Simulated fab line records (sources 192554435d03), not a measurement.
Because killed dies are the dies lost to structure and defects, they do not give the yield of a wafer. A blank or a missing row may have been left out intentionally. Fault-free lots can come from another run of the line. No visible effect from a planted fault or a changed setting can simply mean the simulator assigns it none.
fab line records :: flow n5-finfet
[record]
  lots = 6
  wafers = 18
  last-day = 17
route steps=1938 shown BEOL_M4@1021
lots untouched by any fault: they come from a run of this same line in which no faults occurred
start-h: start of the lot's first displayed wafer, in hours after the record's first day :: wait-h: hours elapsed since this lot's preceding step :: " identical to the entry in the row above :: L1.1+2: several wafers, shown together as one row :: - value missing, or start not given :: * or withheld: withheld :: < > ~ a bound
route shown NAME@n: a module of which the file shows steps, and the number in the route of the first :: usual: mean and standard deviation over wafers with no fault :: same: alike in all rows :: chamber/n: place in a boat :: sites: the reading at each site :: _std_site: the standard deviation of these :: _edge_site: mean of outer sites minus mean of inner sites :: radius-mm: how far each site lies from the wafer's centre :: mask NAME#n: copy n :: behind: the last tool/chamber to shape the wafer :: hold: reason for holding the lot/hours on hold/outcome of the hold :: device: transistor that didn't switch, given as n, p or np :: end of line: the tests these same wafers got at the end of their route :: for a step that has no rows: nothing shown but its recipe :: killed: not the wafer's yield, but the dies lost to structure and defects at the first sort :: map: the dies of a wafer, with x for killed, . for not killed, _ for no die there
set.NAME: the setting the step ran with; set.NAME@STEP: the setting that earlier step ran with :: model.NAME: the simulator's own value behind a step, which no gauge read
lots at some steps of the route; a table a step, a row a wafer
services: a tool's chamber out of use, with start hour (start-h, from the record's first day; less than 0 if before it), hours out, and reason
[[steps]]
[step N5_BEOL_M4_ILD_DEP_00]
[recipe]
  material = SiOC
  target-thk-a = 790
  temp-c = 350
  precursor = DEMS/O2
  pressure-torr = 5
  rf-w = 500
  time-s = 15.3
[usual]
  heater-power-w = 406/60
  showerhead-plenum-p-Torr = 5.692/0.012
  throttle-valve-pct = 11.8/0.4
lot.wafer: L156.2
tool: pecvd-01
chamber: 2
start-h: 166.39
wait-h: 0.0
heater-power-w: 290
showerhead-plenum-p-Torr: 5.699
throttle-valve-pct: 11.8

lot.wafer: L156.3
tool: pecvd-01
chamber: 0
start-h: 166.39
wait-h: 0.0
heater-power-w: 393
showerhead-plenum-p-Torr: 5.698
throttle-valve-pct: 11.9

lot.wafer: L156.5
tool: pecvd-01
chamber: 0
start-h: 166.39
wait-h: 0.0
heater-power-w: 383
showerhead-plenum-p-Torr: 5.694
throttle-valve-pct: 12.2

lot.wafer: L158.1
tool: pecvd-03
chamber: 0
start-h: 179.19
wait-h: 0.0
heater-power-w: 485
showerhead-plenum-p-Torr: 5.689
throttle-valve-pct: 11.7

lot.wafer: L158.4
tool: pecvd-03
chamber: 1
start-h: 179.19
wait-h: 0.0
heater-power-w: 331
showerhead-plenum-p-Torr: 5.683
throttle-valve-pct: 11.8

lot.wafer: L158.6
tool: pecvd-03
chamber: 1
start-h: 179.19
wait-h: 0.0
heater-power-w: 334
showerhead-plenum-p-Torr: 5.687
throttle-valve-pct: 11.4

lot.wafer: L161.1
tool: pecvd-04
chamber: 1
start-h: 223.76
wait-h: 0.0
heater-power-w: 387
showerhead-plenum-p-Torr: 5.674
throttle-valve-pct: 12.7

lot.wafer: L161.2
tool: pecvd-04
chamber: 0
start-h: 223.76
wait-h: 0.0
heater-power-w: 458
showerhead-plenum-p-Torr: 5.698
throttle-valve-pct: 11.7

lot.wafer: L161.6
tool: pecvd-04
chamber: 0
start-h: 223.76
wait-h: 0.0
heater-power-w: 471
showerhead-plenum-p-Torr: 5.698
throttle-valve-pct: 11.7

lot.wafer: L168.2
tool: pecvd-04
chamber: 1
start-h: 251.14
wait-h: 0.0
heater-power-w: 429
showerhead-plenum-p-Torr: 5.690
throttle-valve-pct: 12.9

lot.wafer: L168.5
tool: pecvd-04
chamber: 0
start-h: 251.14
wait-h: 0.0
heater-power-w: 487
showerhead-plenum-p-Torr: 5.697
throttle-valve-pct: 11.8

lot.wafer: L168.6
tool: pecvd-04
chamber: 2
start-h: 251.14
wait-h: 0.0
heater-power-w: 432
showerhead-plenum-p-Torr: 5.682
throttle-valve-pct: 11.2

lot.wafer: L169.4
tool: pecvd-03
chamber: 1
start-h: 259.37
wait-h: 0.1
heater-power-w: 375
showerhead-plenum-p-Torr: 5.676
throttle-valve-pct: 11.4

lot.wafer: L169.5
tool: pecvd-03
chamber: 0
start-h: 259.37
wait-h: 0.1
heater-power-w: 404
showerhead-plenum-p-Torr: 5.677
throttle-valve-pct: 11.5

lot.wafer: L169.6
tool: pecvd-03
chamber: 2
start-h: 259.37
wait-h: 0.1
heater-power-w: 524
showerhead-plenum-p-Torr: 5.692
throttle-valve-pct: 11.5

lot.wafer: L176.3
tool: pecvd-01
chamber: 1
start-h: 293.97
wait-h: 0.0
heater-power-w: 363
showerhead-plenum-p-Torr: 5.694
throttle-valve-pct: 12.1

lot.wafer: L176.5
tool: pecvd-01
chamber: 0
start-h: 293.97
wait-h: 0.0
heater-power-w: 388
showerhead-plenum-p-Torr: 5.696
throttle-valve-pct: 12.0

lot.wafer: L176.6
tool: pecvd-01
chamber: 2
start-h: 293.97
wait-h: 0.0
heater-power-w: 313
showerhead-plenum-p-Torr: 5.694
throttle-valve-pct: 12.1
[step N5_BEOL_M4_THK_MEAS_01]
[recipe]
  reads = SiOC_of_BEOL_M4_ILD_DEP_00
[usual]
  M4_ILD_THK = 78.6/0.96
lot.wafer: L156.2
tool: film-metro-01
chamber: -
start-h: 166.46
wait-h: 0.1
M4_ILD_THK[nm]: 78.3

lot.wafer: L156.3
tool: film-metro-01
chamber: -
start-h: 166.46
wait-h: 0.1
M4_ILD_THK[nm]: 77.9

lot.wafer: L156.5
tool: film-metro-01
chamber: -
start-h: 166.46
wait-h: 0.1
M4_ILD_THK[nm]: 79.9

lot.wafer: L158.1
tool: film-metro-01
chamber: -
start-h: 179.27
wait-h: 0.1
M4_ILD_THK[nm]: 77.6

lot.wafer: L158.4
tool: film-metro-01
chamber: -
start-h: 179.27
wait-h: 0.1
M4_ILD_THK[nm]: 79.1

lot.wafer: L158.6
tool: film-metro-01
chamber: -
start-h: 179.27
wait-h: 0.1
M4_ILD_THK[nm]: 79.7

lot.wafer: L161.1
tool: film-metro-02
chamber: -
start-h: 223.85
wait-h: 0.1
M4_ILD_THK[nm]: 78.6

lot.wafer: L161.2
tool: film-metro-02
chamber: -
start-h: 223.85
wait-h: 0.1
M4_ILD_THK[nm]: 78.5

lot.wafer: L161.6
tool: film-metro-02
chamber: -
start-h: 223.85
wait-h: 0.1
M4_ILD_THK[nm]: 80.8

lot.wafer: L168.2
tool: film-metro-02
chamber: -
start-h: 251.21
wait-h: 0.1
M4_ILD_THK[nm]: 78.7

lot.wafer: L168.5
tool: film-metro-02
chamber: -
start-h: 251.21
wait-h: 0.1
M4_ILD_THK[nm]: 79.2

lot.wafer: L168.6
tool: film-metro-02
chamber: -
start-h: 251.21
wait-h: 0.1
M4_ILD_THK[nm]: 79.2

lot.wafer: L169.4
tool: film-metro-01
chamber: -
start-h: 259.42
wait-h: 0.0
M4_ILD_THK[nm]: 78.3

lot.wafer: L169.5
tool: film-metro-01
chamber: -
start-h: 259.42
wait-h: 0.0
M4_ILD_THK[nm]: 77.8

lot.wafer: L169.6
tool: film-metro-01
chamber: -
start-h: 259.42
wait-h: 0.0
M4_ILD_THK[nm]: 79.0

lot.wafer: L176.3
tool: film-metro-02
chamber: -
start-h: 294.04
wait-h: 0.1
M4_ILD_THK[nm]: 78.0

lot.wafer: L176.5
tool: film-metro-02
chamber: -
start-h: 294.04
wait-h: 0.1
M4_ILD_THK[nm]: 79.1

lot.wafer: L176.6
tool: film-metro-02
chamber: -
start-h: 294.04
wait-h: 0.1
M4_ILD_THK[nm]: 78.0
[step N5_BEOL_M4_PECVD_72]
[recipe]
  material = SiO2
  target-thk-a = 160
  temp-c = 400
  precursor = TEOS/O2
  pressure-torr = 5.5
  rf-w = 450
  teos-flow-sccm = 53.8
  gas = O2
  flow-sccm = 3000
  time-s = 18
[usual]
  heater-power-w = 626/71
  showerhead-plenum-p-Torr = 8.77/0.035
  throttle-valve-pct = 22.3/0.9
lot.wafer: L156.2
tool: pecvd-04
chamber: 1
start-h: 166.50
wait-h: 0.0
heater-power-w: 639
showerhead-plenum-p-Torr: 8.76
throttle-valve-pct: 23.7

lot.wafer: L156.3
tool: pecvd-04
chamber: 0
start-h: 166.50
wait-h: 0.0
heater-power-w: 703
showerhead-plenum-p-Torr: 8.77
throttle-valve-pct: 21.7

lot.wafer: L156.5
tool: pecvd-04
chamber: 1
start-h: 166.50
wait-h: 0.0
heater-power-w: 621
showerhead-plenum-p-Torr: 8.73
throttle-valve-pct: 23.9

lot.wafer: L158.1
tool: pecvd-04
chamber: 1
start-h: 179.31
wait-h: 0.0
heater-power-w: 642
showerhead-plenum-p-Torr: 8.76
throttle-valve-pct: 23.6

lot.wafer: L158.4
tool: pecvd-04
chamber: 0
start-h: 179.31
wait-h: 0.0
heater-power-w: 686
showerhead-plenum-p-Torr: 8.74
throttle-valve-pct: 22.2

lot.wafer: L158.6
tool: pecvd-04
chamber: 2
start-h: 179.31
wait-h: 0.0
heater-power-w: 607
showerhead-plenum-p-Torr: 8.81
throttle-valve-pct: 24.1

lot.wafer: L161.1
tool: pecvd-04
chamber: 0
start-h: 223.89
wait-h: 0.0
heater-power-w: 745
showerhead-plenum-p-Torr: 8.75
throttle-valve-pct: 21.7

lot.wafer: L161.2
tool: pecvd-04
chamber: 1
start-h: 223.89
wait-h: 0.0
heater-power-w: 607
showerhead-plenum-p-Torr: 8.74
throttle-valve-pct: 23.7

lot.wafer: L161.6
tool: pecvd-04
chamber: 1
start-h: 223.89
wait-h: 0.0
heater-power-w: 600
showerhead-plenum-p-Torr: 8.76
throttle-valve-pct: 23.9

lot.wafer: L168.2
tool: pecvd-04
chamber: 1
start-h: 251.24
wait-h: 0.0
heater-power-w: 613
showerhead-plenum-p-Torr: 8.77
throttle-valve-pct: 23.8

lot.wafer: L168.5
tool: pecvd-04
chamber: 2
start-h: 251.24
wait-h: 0.0
heater-power-w: 596
showerhead-plenum-p-Torr: 8.80
throttle-valve-pct: 20.5

lot.wafer: L168.6
tool: pecvd-04
chamber: 1
start-h: 251.24
wait-h: 0.0
heater-power-w: 614
showerhead-plenum-p-Torr: 8.75
throttle-valve-pct: 23.6

lot.wafer: L169.4
tool: pecvd-01
chamber: 1
start-h: 259.47
wait-h: 0.1
heater-power-w: 598
showerhead-plenum-p-Torr: 8.78
throttle-valve-pct: 22.5

lot.wafer: L169.5
tool: pecvd-01
chamber: 0
start-h: 259.47
wait-h: 0.1
heater-power-w: 558
showerhead-plenum-p-Torr: 8.79
throttle-valve-pct: 22.4

lot.wafer: L169.6
tool: pecvd-01
chamber: 2
start-h: 259.47
wait-h: 0.1
heater-power-w: 501
showerhead-plenum-p-Torr: 8.81
throttle-valve-pct: 22.0

lot.wafer: L176.3
tool: pecvd-03
chamber: 1
start-h: 294.07
wait-h: 0.0
heater-power-w: 535
showerhead-plenum-p-Torr: 8.75
throttle-valve-pct: 21.5

lot.wafer: L176.5
tool: pecvd-03
chamber: 1
start-h: 294.07
wait-h: 0.0
heater-power-w: 530
showerhead-plenum-p-Torr: 8.75
throttle-valve-pct: 21.4

lot.wafer: L176.6
tool: pecvd-03
chamber: 2
start-h: 294.07
wait-h: 0.0
heater-power-w: 713
showerhead-plenum-p-Torr: 8.72
throttle-valve-pct: 21.5
[step N5_BEOL_M4_HM_DEP_02]
[recipe]
  material = TiN
  target-thk-a = 200
  temp-c = 25
  chamber-pressure-pa = 0.49996
[usual]
  throttle-valve-pct = 29.8/1
lot.wafer: L156.2
tool: pvd-sputter-01
chamber: -
start-h: 167.55
wait-h: 1.0
throttle-valve-pct: 28.5

lot.wafer: L156.3
tool: pvd-sputter-01
chamber: -
start-h: 167.55
wait-h: 1.0
throttle-valve-pct: 30.7

lot.wafer: L156.5
tool: pvd-sputter-01
chamber: -
start-h: 167.55
wait-h: 1.0
throttle-valve-pct: 28.4

lot.wafer: L158.1
tool: pvd-sputter-03
chamber: -
start-h: 179.52
wait-h: 0.2
throttle-valve-pct: 27.8

lot.wafer: L158.4
tool: pvd-sputter-03
chamber: -
start-h: 179.52
wait-h: 0.2
throttle-valve-pct: 29.9

lot.wafer: L158.6
tool: pvd-sputter-03
chamber: -
start-h: 179.52
wait-h: 0.2
throttle-valve-pct: 31.6

lot.wafer: L161.1
tool: pvd-sputter-01
chamber: -
start-h: 224.44
wait-h: 0.5
throttle-valve-pct: 28.7

lot.wafer: L161.2
tool: pvd-sputter-01
chamber: -
start-h: 224.44
wait-h: 0.5
throttle-valve-pct: 30.9

lot.wafer: L161.6
tool: pvd-sputter-01
chamber: -
start-h: 224.44
wait-h: 0.5
throttle-valve-pct: 30.0

lot.wafer: L168.2
tool: pvd-sputter-02
chamber: -
start-h: 252.25
wait-h: 1.0
throttle-valve-pct: 28.6

lot.wafer: L168.5
tool: pvd-sputter-02
chamber: -
start-h: 252.25
wait-h: 1.0
throttle-valve-pct: 30.4

lot.wafer: L168.6
tool: pvd-sputter-02
chamber: -
start-h: 252.25
wait-h: 1.0
throttle-valve-pct: 30.0

lot.wafer: L169.4
tool: pvd-sputter-01
chamber: -
start-h: 259.52
wait-h: 0.0
throttle-valve-pct: 30.9

lot.wafer: L169.5
tool: pvd-sputter-01
chamber: -
start-h: 259.52
wait-h: 0.0
throttle-valve-pct: 30.9

lot.wafer: L169.6
tool: pvd-sputter-01
chamber: -
start-h: 259.52
wait-h: 0.0
throttle-valve-pct: 31.1

lot.wafer: L176.3
tool: pvd-sputter-01
chamber: -
start-h: 294.64
wait-h: 0.5
throttle-valve-pct: 31.0

lot.wafer: L176.5
tool: pvd-sputter-01
chamber: -
start-h: 294.64
wait-h: 0.5
throttle-valve-pct: 28.8

lot.wafer: L176.6
tool: pvd-sputter-01
chamber: -
start-h: 294.64
wait-h: 0.5
throttle-valve-pct: 31.1
[step N5_BEOL_M4_COAT_61]
[recipe]
  resist = SOC
  temp-c = 250
  time-s = 60
  spin-rpm = 1500
  resist-thk-nm = 60
[step N5_BEOL_M4_COAT_62]
[recipe]
  resist = SiARC
  temp-c = 220
  time-s = 60
  spin-rpm = 1500
  resist-thk-nm = 12
[step N5_BEOL_M4_COAT_73]
[recipe]
  resist = underlayer
  temp-c = 205
  time-s = 60
  spin-rpm = 1500
  resist-thk-nm = 5
[step N5_BEOL_M4_COAT_05]
[recipe]
  resist = CAR-EUV
  spin-rpm = 1500
  resist-thk-nm = 30
[step N5_BEOL_M4_EBR_07]
[recipe]
  solvent = PGMEA
  ebr-width-mm = 1.5
[step N5_BEOL_M4_SOFTBAKE_06]
[recipe]
  temp-c = 110
  time-s = 60
  resist = CAR-EUV
[step N5_BEOL_M4_EXPOSE_08]
[recipe]
  mask-id = M4
  na = 0.33
  source-shape = dipole
  sigma-inner = 0.369
  sigma-outer = 0.767
  polarization = unpolarized
  dose-mj = 41.25
[step N5_BEOL_M4_PEB_09]
[recipe]
  peb-temp-c = 100
  peb-time-s = 60
  resist = CAR-EUV
[step N5_BEOL_M4_DEVELOP_10]
[recipe]
  develop-time-s = 30
  developer = TMAH
  resist = CAR-EUV
  rinse-liquid = surfactant-rinse
  dry = air-spin
  dev-temp-c = 23
[usual]
  chill-plate-temp-C = 23.00/0.1
  develop-time-s = 30/0
lot.wafer: L156.2
tool: litho-track-02
chamber: 0
start-h: 167.89
wait-h: -
chill-plate-temp-C: 22.91
develop-time-s: 30
model.CAR-EUV_of_BEOL_M4_COAT_05.thk-nm: 29.4

lot.wafer: L156.3
tool: litho-track-02
chamber: 0
start-h: 167.89
wait-h: -
chill-plate-temp-C: 22.99
develop-time-s: 30
model.CAR-EUV_of_BEOL_M4_COAT_05.thk-nm: 29.6

lot.wafer: L156.5
tool: litho-track-02
chamber: 0
start-h: 167.89
wait-h: -
chill-plate-temp-C: 23.09
develop-time-s: 30
model.CAR-EUV_of_BEOL_M4_COAT_05.thk-nm: 29.4

lot.wafer: L158.1
tool: litho-track-01
chamber: 0
start-h: 179.86
wait-h: -
chill-plate-temp-C: 22.81
develop-time-s: 30
model.CAR-EUV_of_BEOL_M4_COAT_05.thk-nm: 29.6

lot.wafer: L158.4
tool: litho-track-01
chamber: 0
start-h: 179.86
wait-h: -
chill-plate-temp-C: 22.89
develop-time-s: 30
model.CAR-EUV_of_BEOL_M4_COAT_05.thk-nm: 29.4

lot.wafer: L158.6
tool: litho-track-01
chamber: 0
start-h: 179.86
wait-h: -
chill-plate-temp-C: 23.01
develop-time-s: 30
model.CAR-EUV_of_BEOL_M4_COAT_05.thk-nm: 29.6

lot.wafer: L161.1
tool: litho-track-04
chamber: 0
start-h: 224.78
wait-h: -
chill-plate-temp-C: 22.96
develop-time-s: 30
model.CAR-EUV_of_BEOL_M4_COAT_05.thk-nm: 29.6

lot.wafer: L161.2
tool: litho-track-04
chamber: 0
start-h: 224.78
wait-h: -
chill-plate-temp-C: 22.98
develop-time-s: 30
model.CAR-EUV_of_BEOL_M4_COAT_05.thk-nm: 29.6

lot.wafer: L161.6
tool: litho-track-04
chamber: 0
start-h: 224.78
wait-h: -
chill-plate-temp-C: 23.03
develop-time-s: 30
model.CAR-EUV_of_BEOL_M4_COAT_05.thk-nm: 29.4

lot.wafer: L168.2
tool: litho-track-04
chamber: -
start-h: 252.59
wait-h: -
chill-plate-temp-C: -
develop-time-s: -
model.CAR-EUV_of_BEOL_M4_COAT_05.thk-nm: 30

lot.wafer: L168.5
tool: litho-track-04
chamber: -
start-h: 252.59
wait-h: -
chill-plate-temp-C: -
develop-time-s: -
model.CAR-EUV_of_BEOL_M4_COAT_05.thk-nm: 30

lot.wafer: L168.6
tool: litho-track-04
chamber: -
start-h: 252.59
wait-h: -
chill-plate-temp-C: -
develop-time-s: -
model.CAR-EUV_of_BEOL_M4_COAT_05.thk-nm: 30

lot.wafer: L169.4
tool: litho-track-04
chamber: -
start-h: 259.88
wait-h: -
chill-plate-temp-C: -
develop-time-s: -
model.CAR-EUV_of_BEOL_M4_COAT_05.thk-nm: 30

lot.wafer: L169.5
tool: litho-track-04
chamber: -
start-h: 259.88
wait-h: -
chill-plate-temp-C: -
develop-time-s: -
model.CAR-EUV_of_BEOL_M4_COAT_05.thk-nm: 30

lot.wafer: L169.6
tool: litho-track-04
chamber: -
start-h: 259.88
wait-h: -
chill-plate-temp-C: -
develop-time-s: -
model.CAR-EUV_of_BEOL_M4_COAT_05.thk-nm: 30

lot.wafer: L176.3
tool: litho-track-04
chamber: 0
start-h: 295.10
wait-h: -
chill-plate-temp-C: 23.03
develop-time-s: 30
model.CAR-EUV_of_BEOL_M4_COAT_05.thk-nm: 29.6

lot.wafer: L176.5
tool: litho-track-04
chamber: 0
start-h: 295.10
wait-h: -
chill-plate-temp-C: 23.01
develop-time-s: 30
model.CAR-EUV_of_BEOL_M4_COAT_05.thk-nm: 29.6

lot.wafer: L176.6
tool: litho-track-04
chamber: 0
start-h: 295.10
wait-h: -
chill-plate-temp-C: 22.86
develop-time-s: 30
model.CAR-EUV_of_BEOL_M4_COAT_05.thk-nm: 29.6
[step N5_BEOL_M4_CD_MEAS_11]
[recipe]
  target-cd-nm = 16.79
  landing-energy-ev = 500
  detector = se-inlens
  polarity = opening
[usual]
  cd-nm = 16.83/0.23
lot.wafer: L156.2
tool: cd-sem-03
chamber: 0
start-h: 167.95
wait-h: -
cd-nm: 16.82

lot.wafer: L156.3
tool: cd-sem-03
chamber: 0
start-h: 167.95
wait-h: -
cd-nm: 16.67

lot.wafer: L156.5
tool: cd-sem-03
chamber: 0
start-h: 167.95
wait-h: -
cd-nm: 16.70

lot.wafer: L158.1
tool: cd-sem-01
chamber: 0
start-h: 179.92
wait-h: -
cd-nm: 17.03

lot.wafer: L158.4
tool: cd-sem-01
chamber: 0
start-h: 179.92
wait-h: -
cd-nm: 16.95

lot.wafer: L158.6
tool: cd-sem-01
chamber: 0
start-h: 179.92
wait-h: -
cd-nm: 16.44

lot.wafer: L161.1
tool: cd-sem-01
chamber: 0
start-h: 224.84
wait-h: -
cd-nm: 16.70

lot.wafer: L161.2
tool: cd-sem-01
chamber: 0
start-h: 224.84
wait-h: -
cd-nm: 16.47

lot.wafer: L161.6
tool: cd-sem-01
chamber: 0
start-h: 224.84
wait-h: -
cd-nm: 16.98

lot.wafer: L168.2
tool: cd-sem-02
chamber: 0
start-h: 252.65
wait-h: -
cd-nm: -

lot.wafer: L168.5
tool: cd-sem-02
chamber: 0
start-h: 252.65
wait-h: -
cd-nm: -

lot.wafer: L168.6
tool: cd-sem-02
chamber: 0
start-h: 252.65
wait-h: -
cd-nm: -

lot.wafer: L169.4
tool: cd-sem-02
chamber: 0
start-h: 259.94
wait-h: -
cd-nm: -

lot.wafer: L169.5
tool: cd-sem-02
chamber: 0
start-h: 259.94
wait-h: -
cd-nm: -

lot.wafer: L169.6
tool: cd-sem-02
chamber: 0
start-h: 259.94
wait-h: -
cd-nm: -

lot.wafer: L176.3
tool: cd-sem-03
chamber: 0
start-h: 295.16
wait-h: -
cd-nm: 16.92

lot.wafer: L176.5
tool: cd-sem-03
chamber: 0
start-h: 295.16
wait-h: -
cd-nm: 16.74

lot.wafer: L176.6
tool: cd-sem-03
chamber: 0
start-h: 295.16
wait-h: -
cd-nm: 16.69
[[services]]
tool: pecvd-01
chamber: 1
start-h: 157.75
hours: 2.1
kind: scheduled-down

tool: pecvd-03
chamber: 2
start-h: 166.60
hours: 19.3
kind: repair

tool: pecvd-01
chamber: -
start-h: 168.36
hours: 5.5
kind: pm

tool: pecvd-04
chamber: -
start-h: 172.05
hours: 0.9
kind: repair

tool: pecvd-04
chamber: 2
start-h: 202.38
hours: -
kind: clean

tool: pecvd-04
chamber: 2
start-h: 202.38
hours: -
kind: consumable-replace:showerhead

tool: pecvd-04
chamber: 2
start-h: 202.38
hours: 29.0
kind: scheduled-down

tool: pecvd-04
chamber: 2
start-h: 202.38
hours: 29.0
kind: vent-cycle

tool: pecvd-01
chamber: 0
start-h: 209.19
hours: 2.1
kind: scheduled-down

tool: pecvd-01
chamber: 0
start-h: 233.76
hours: 9.1
kind: repair

tool: pecvd-03
chamber: -
start-h: 263.84
hours: 1.6
kind: repair

tool: litho-track-04
chamber: -
start-h: 277.02
hours: -
kind: consumable-replace:filter
[[key]]
[first-sign]
  step = N5_BEOL_M4_DEVELOP_10
  reading = tool-record
  direction = missing
effect none on later readings
[model-effect]
  step = N5_BEOL_M4_DEVELOP_10
  value = CAR-EUV_of_BEOL_M4_COAT_05.thk-nm
  without = 29.53
  struck = 30
met-at N5_BEOL_M4_DEVELOP_10
struck-wafers L168.2,L168.5,L168.6,L169.4,L169.5,L169.6
later-rows-left-out L168.2,L168.5,L168.6,L169.4,L169.5,L169.6
sort-left-out L168.2,L168.5,L168.6,L169.4,L169.5,L169.6
onset-between 224.78 252.59
[fault]
  kind = skipped-step-whole
  tool = litho-track-04
  chamber = -
  onset-h = 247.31
  steps = N5_BEOL_M4_DEVELOP_10
  scope = struck-lots-only
// sort-left-out: the simulated sort isn't trusted on such a fault, so these wafers' sort isn't shown, and their yield isn't known
// later-rows-left-out: the simulator's readings of these wafers behind a module that went badly wrong aren't trusted and aren't shown, but for the sort
